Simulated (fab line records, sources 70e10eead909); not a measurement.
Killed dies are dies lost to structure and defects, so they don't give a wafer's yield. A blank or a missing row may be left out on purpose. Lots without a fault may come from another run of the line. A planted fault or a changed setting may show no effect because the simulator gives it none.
Which tool did it? | flow nand_harc | 10 lots, 30 wafers sampled, at 7 steps of a route of 1159

WHAT THE GAUGES READ, wafer by wafer
NHARC_P_ZERO_WELL_CD_MEAS_24: target cd 720 nm.
lot  | measured    | on        | cd_nm (nm)
L835 | day 1 14:44 | cd_sem-01 | 723.9 722.6 718.9
L837 | day 2 02:30 | cd_sem-02 | 723.0 721.5 717.3
L842 | day 3 08:28 | cd_sem-01 | - - -
L843 | day 3 14:28 | cd_sem-02 | - - -
L844 | day 3 20:35 | cd_sem-02 | 719.0 718.0 718.0
L852 | day 5 20:39 | cd_sem-01 | 718.9 715.4 716.9
L854 | day 6 08:37 | cd_sem-03 | 718.0 719.9 720.6
L855 | day 6 14:29 | cd_sem-02 | 718.4 719.3 720.3
L856 | day 6 20:28 | cd_sem-02 | 715.2 716.8 716.4
L857 | day 7 02:39 | cd_sem-03 | 720.8 719.0 718.6

NHARC_P_ZERO_WELL_INSPECT_43.
lot  | measured    | on                | raw_defect_count
L835 | day 1 19:44 | defect_inspect-01 | 20 6 9
L837 | day 2 07:38 | defect_inspect-02 | 26 18 22
L842 | day 3 13:29 | defect_inspect-01 | 1123 1045 1106 1135 1034 1124
L843 | day 3 19:37 | defect_inspect-02 | 1098 1096 1104 1103 1116 1102
L844 | day 4 01:41 | defect_inspect-02 | 15 33 43
L852 | day 6 01:45 | defect_inspect-01 | 12 7 23
L854 | day 6 13:28 | defect_inspect-01 | 7 23 19
L855 | day 6 19:28 | defect_inspect-01 | 17 13 19
L856 | day 7 01:28 | defect_inspect-02 | 17 19 12
L857 | day 7 07:43 | defect_inspect-02 | 5 18 1

NHARC_END_SORT_01.
lot  | measured     | on        | defect_limited_yield (%) | killed_at_array | killed_at_other | killed_at_periphery | killed_dies | killed_open | killed_short | sort_bin_2_pct (%) | sort_bin_3_pct (%) | sort_bin_4_pct (%) | sort_n_pass | sort_rim_yield_pct (%) | sort_yield_pct (%)
L835 | day 19 19:06 | prober-02 | 96.2 97.2 95.7           | 24 16 27        | 0 2 0           | 2 1 2               | 26 19 29    | 5 5 6       | 2 1 1        | 1.5 0.7 1.8        | 0.15 0 0.44        | 2.2 2.1 2.1        | 651 658 648 | 95.3 91.5 96.2         | 96.2 97.2 95.7
L837 | day 20 09:56 | prober-02 | 95.6 95.1 95.3           | 25 30 28        | 0 0 0           | 5 3 4               | 30 33 32    | 3 2 6       | 1 2 1        | 1.0 1.6 1.8        | 0.15 0.44 0.15     | 3.2 2.8 2.8        | 647 644 645 | 93.4 89.6 97.2         | 95.6 95.1 95.3
L844 | day 21 23:04 | prober-01 | 96.6 94.8 95.3           | 16 26 25        | 0 0 0           | 7 9 7               | 23 35 32    | 1 3 4       | 1 1 2        | 1.2 1.9 1.6        | 0 0 0              | 2.2 3.2 3.1        | 654 642 645 | 96.2 95.3 99.1         | 96.6 94.8 95.3
L852 | day 23 08:07 | prober-01 | 95.4 93.8 93.2           | 27 33 40        | 0 3 4           | 4 6 2               | 31 42 46    | 3 5 4       | 1 4 1        | 1.3 0.9 2.7        | 0 0.30 0.15        | 3.2 5.0 4.0        | 646 635 631 | 88.7 98.1 96.2         | 95.4 93.8 93.2
L854 | day 24 10:02 | prober-01 | 94.7 95.0 95.1           | 30 31 25        | 0 0 2           | 6 3 6               | 36 34 33    | 2 3 5       | 2 3 2        | 1.5 1.3 1.6        | 0.30 0.30 0.30     | 3.5 3.4 3.0        | 641 643 644 | 91.5 96.2 92.5         | 94.7 95.0 95.1
L855 | day 24 23:42 | prober-01 | 93.8 92.6 91.9           | 40 45 44        | 0 1 2           | 2 4 9               | 42 50 55    | 1 2 5       | 3 2 1        | 1.9 2.7 1.9        | 0.44 0.30 0.44     | 3.8 4.4 5.8        | 635 627 622 | 93.4 94.3 97.2         | 93.8 92.6 91.9
L856 | day 25 08:16 | prober-01 | 97.0 95.3 97.3           | 14 26 15        | 0 2 0           | 6 4 3               | 20 32 18    | 4 4 5       | 0 2 0        | 1.3 1.3 1.0        | 0 0 0.30           | 1.6 3.4 1.3        | 657 645 659 | 97.2 97.2 95.3         | 97.0 95.3 97.3
L857 | day 25 07:31 | prober-02 | 95.0 96.3 95.1           | 31 22 29        | 1 0 2           | 2 3 2               | 34 25 33    | 3 5 4       | 2 2 4        | 1.8 0.9 1.0        | 0.59 0 0           | 2.7 2.8 3.8        | 643 652 644 | 97.2 97.2 90.6         | 95.0 96.3 95.1

WHICH TOOL RAN EACH LOT (tool, then ch and the chambers of the sampled wafers, then the start)
lot  | NHARC_P_ZERO_WELL_ETCH_62                    | NHARC_P_ZERO_WELL_EXPOSE_21      | NHARC_P_ZERO_WELL_DESCUM_26       | NHARC_P_ZERO_WELL_DESCUM_54
L835 | rie_diel-08 ch 0,2,3, day 1 14:35 or earlier | krf_scanner-04 ch 0, day 1 14:35 | rie_diel-08 ch 1,3, day 1 14:53   | rie_diel-08 ch 0,1, day 1 18:04
L837 | rie_diel-04 ch 0,1,3, day 2 02:20 or earlier | krf_scanner-04 ch 0, day 2 02:20 | rie_diel-04 ch 0,1,3, day 2 02:40 | rie_diel-04 ch 1,2, day 2 05:58
L842 | rie_diel-08 ch 0,1,2, day 3 08:18 or earlier | krf_scanner-02, day 3 08:18      | rie_diel-04 ch 1,2, day 3 08:38   | rie_diel-08 ch 1,2,3, day 3 11:49
L843 | rie_diel-04 ch 1,2,3, day 3 14:19 or earlier | krf_scanner-04, day 3 14:19      | rie_diel-04 ch 1,2,3, day 3 14:38 | rie_diel-01 ch 0,1,3, day 3 17:48
L844 | rie_diel-04 ch 0,1,3, day 3 20:26 or earlier | krf_scanner-02 ch 0, day 3 20:26 | rie_diel-01 ch 1,2,3, day 3 20:46 | rie_diel-01 ch 0,1,2, day 4 00:02
L852 | rie_diel-01 ch 1,2,3, day 5 20:30 or earlier | krf_scanner-02 ch 0, day 5 20:30 | rie_diel-08 ch 0,1,3, day 5 20:50 | rie_diel-01 ch 0,1,3, day 6 00:05
L854 | rie_diel-01 ch 0,1, day 6 08:27 or earlier   | krf_scanner-02 ch 0, day 6 08:27 | rie_diel-01 ch 0,1,3, day 6 08:48 | rie_diel-04 ch 0,1,3, day 6 11:51
L855 | rie_diel-04 ch 0,2,3, day 6 14:20 or earlier | krf_scanner-02 ch 0, day 6 14:20 | rie_diel-08 ch 0,1,3, day 6 14:38 | rie_diel-08 ch 1,2,3, day 6 17:48
L856 | rie_diel-04 ch 0,1,3, day 6 20:19 or earlier | krf_scanner-02 ch 0, day 6 20:19 | rie_diel-04 ch 0,1,2, day 6 20:38 | rie_diel-08 ch 0,1,2, day 6 23:48
L857 | rie_diel-08 ch 0,2,3, day 7 02:29 or earlier | krf_scanner-04 ch 0, day 7 02:29 | rie_diel-04 ch 1,2,3, day 7 02:49 | rie_diel-01 ch 0,1,2, day 7 06:01
- NHARC_P_ZERO_WELL_ETCH_62: etches the open film in CHF3/Ar, target depth 13 nm, time 6.5 s.
- NHARC_P_ZERO_WELL_EXPOSE_21: exposes mask P NWELL, target cd 720 nm.
- NHARC_P_ZERO_WELL_DESCUM_26: chemistry O2, time 3 s.
- NHARC_P_ZERO_WELL_DESCUM_54: chemistry O2, time 3 s.

WHAT THE TOOLS THEMSELVES READ (means of the sampled wafers that have a number; where no wafer has one, the mark that the record gives instead)
NHARC_P_ZERO_WELL_ETCH_62.
lot  | tool        | bias_w (W) | chamber_pressure_mTorr (mTorr) | drypump_motor_current_A (A) | oes_product_au (a.u.) | rf_fwd_power_W (W) | rf_vpp_V (V) | showerhead_plenum_p_Torr (Torr) | throttle_valve_pct (%)
L835 | rie_diel-08 | 200.1      | 24.990                         | 5.64                        | 0.963                 | 488.3              | 372.3        | 2.43                            | 20.208
L837 | rie_diel-04 | 199.8      | 24.985                         | 5.43                        | 0.975                 | 488.8              | 371.0        | 2.36                            | 20.218
L842 | rie_diel-08 | 200.0      | 25.006                         | 5.47                        | 0.925                 | 487.3              | 371.3        | 2.38                            | 20.219
L843 | rie_diel-04 | 199.8      | 25.010                         | 5.49                        | 0.968                 | 488.2              | 370.8        | 2.36                            | 20.222
L844 | rie_diel-04 | 200.1      | 25.003                         | 5.42                        | 0.950                 | 489.6              | 371.1        | 2.36                            | 20.215
L852 | rie_diel-01 | 200.4      | 25.003                         | 5.60                        | 0.962                 | 488.8              | 373.1        | 2.46                            | 20.212
L854 | rie_diel-01 | 200.3      | 25.013                         | 5.75                        | 0.974                 | 488.8              | 372.3        | 2.44                            | 20.219
L855 | rie_diel-04 | 199.8      | 25.002                         | 5.73                        | 0.965                 | 490.0              | 370.0        | 2.31                            | 20.211
L856 | rie_diel-04 | 200.1      | 24.993                         | 5.42                        | 0.969                 | 489.6              | 371.4        | 2.36                            | 20.223
L857 | rie_diel-08 | 200.5      | 24.982                         | 5.63                        | 0.963                 | 488.5              | 372.4        | 2.42                            | 20.212

NHARC_P_ZERO_WELL_EXPOSE_21.
lot  | tool           | exposure_dose_mJ_cm2 | focus_offset_nm (nm)
L835 | krf_scanner-04 | 22.317               | 0.3
L837 | krf_scanner-04 | 22.323               | 0.6
L842 | krf_scanner-02 | -                    | -
L843 | krf_scanner-04 | -                    | -
L844 | krf_scanner-02 | 22.307               | -0.1
L852 | krf_scanner-02 | 22.298               | -0.5
L854 | krf_scanner-02 | 22.312               | 0.2
L855 | krf_scanner-02 | 22.318               | -0.6
L856 | krf_scanner-02 | 22.301               | 0.8
L857 | krf_scanner-04 | 22.317               | 0.1

NHARC_P_ZERO_WELL_DESCUM_26.
lot  | tool        | chamber_pressure_mTorr (mTorr) | drypump_motor_current_A (A) | oes_product_au (a.u.) | rf_vpp_V (V) | showerhead_plenum_p_Torr (Torr) | throttle_valve_pct (%)
L835 | rie_diel-08 | 60.01                          | 5.7                         | 0.990                 | 57.9         | 1.96                            | 11.309
L837 | rie_diel-04 | 60.02                          | 5.4                         | 0.999                 | 57.8         | 1.93                            | 11.303
L842 | rie_diel-04 | 60.02                          | 5.4                         | 0.993                 | 58.2         | 2.01                            | 11.305
L843 | rie_diel-04 | 59.99                          | 5.5                         | 1.004                 | 56.9         | 1.93                            | 11.308
L844 | rie_diel-01 | 59.99                          | 5.6                         | 0.989                 | 58.9         | 2.02                            | 11.310
L852 | rie_diel-08 | 60.05                          | 5.7                         | 0.992                 | 58.1         | 2.01                            | 11.308
L854 | rie_diel-01 | 60.02                          | 5.5                         | 0.997                 | 58.8         | 2.00                            | 11.313
L855 | rie_diel-08 | 59.97                          | 5.7                         | 1.004                 | 58.3         | 2.01                            | 11.303
L856 | rie_diel-04 | 60.00                          | 5.6                         | 0.994                 | 57.5         | 1.97                            | 11.311
L857 | rie_diel-04 | 60.01                          | 5.5                         | 0.995                 | 57.6         | 1.93                            | 11.306

NHARC_P_ZERO_WELL_DESCUM_54.
lot  | tool        | chamber_pressure_mTorr (mTorr) | drypump_motor_current_A (A) | oes_product_au (a.u.) | rf_vpp_V (V) | showerhead_plenum_p_Torr (Torr) | throttle_valve_pct (%)
L835 | rie_diel-08 | 59.98                          | 5.6                         | 0.998                 | 58.6         | 1.97                            | 11.305
L837 | rie_diel-04 | 60.00                          | 5.4                         | 0.994                 | 58.6         | 2.01                            | 11.312
L842 | rie_diel-08 | 60.03                          | 5.6                         | 0.988                 | 58.2         | 1.93                            | 11.313
L843 | rie_diel-01 | 59.95                          | 5.5                         | 0.995                 | 57.4         | 2.00                            | 11.320
L844 | rie_diel-01 | 60.03                          | 5.7                         | 0.996                 | 58.4         | 2.00                            | 11.315
L852 | rie_diel-01 | 60.02                          | 5.5                         | 0.996                 | 58.1         | 2.00                            | 11.316
L854 | rie_diel-04 | 60.01                          | 5.4                         | 0.993                 | 58.5         | 1.93                            | 11.309
L855 | rie_diel-08 | 59.93                          | 5.6                         | 0.995                 | 58.2         | 1.93                            | 11.313
L856 | rie_diel-08 | 59.99                          | 5.5                         | 1.001                 | 58.0         | 1.95                            | 11.310
L857 | rie_diel-01 | 60.02                          | 5.7                         | 0.985                 | 58.8         | 1.99                            | 11.308

THE ANSWER, worked out from the rows above alone
Rule: what is usual is taken from the lots themselves. Put in order of their means at a reading, lots are off if they are a third of the lots or fewer, leave a main group of 4 or more, and stand apart from it by a gap of 3 or more times the standard deviation of the main group's means; of several such gaps the widest counts. A main group whose means are all the same, to the digits that the tables above print for the reading, isn't used. A lot without any number at a reading at which 4 lots or more have one is off too. The other lots that the step has rows for count as sound. The gauges are gone through in route order, then the tools' own readings, and for those a lot's mean is taken as printed above. The first step at which some lot is off is used, and at that step the reading that is off furthest; a lot without a number counts as furthest.
Off: L842, L843, at NHARC_P_ZERO_WELL_CD_MEAS_24 (cd_nm). Without a number there: L842, L843. The main group: mean 719.0 nm, standard deviation 1.7.
A tool fits if, at a process step before that reading, it ran every lot that is off, and no sound lot after the first of them. The gauges at NHARC_P_ZERO_WELL_CD_MEAS_24 aren't tried: what is off there is off at NHARC_P_ZERO_WELL_INSPECT_43 too, on other tools, and a gauge's error can't cause that. NHARC_P_ZERO_WELL_ETCH_62 gives no start for some lots, so the hours and the order of its lots are those of NHARC_P_ZERO_WELL_EXPOSE_21. None of those tried fits.

WHAT THE SIMULATOR HAD PUT IN
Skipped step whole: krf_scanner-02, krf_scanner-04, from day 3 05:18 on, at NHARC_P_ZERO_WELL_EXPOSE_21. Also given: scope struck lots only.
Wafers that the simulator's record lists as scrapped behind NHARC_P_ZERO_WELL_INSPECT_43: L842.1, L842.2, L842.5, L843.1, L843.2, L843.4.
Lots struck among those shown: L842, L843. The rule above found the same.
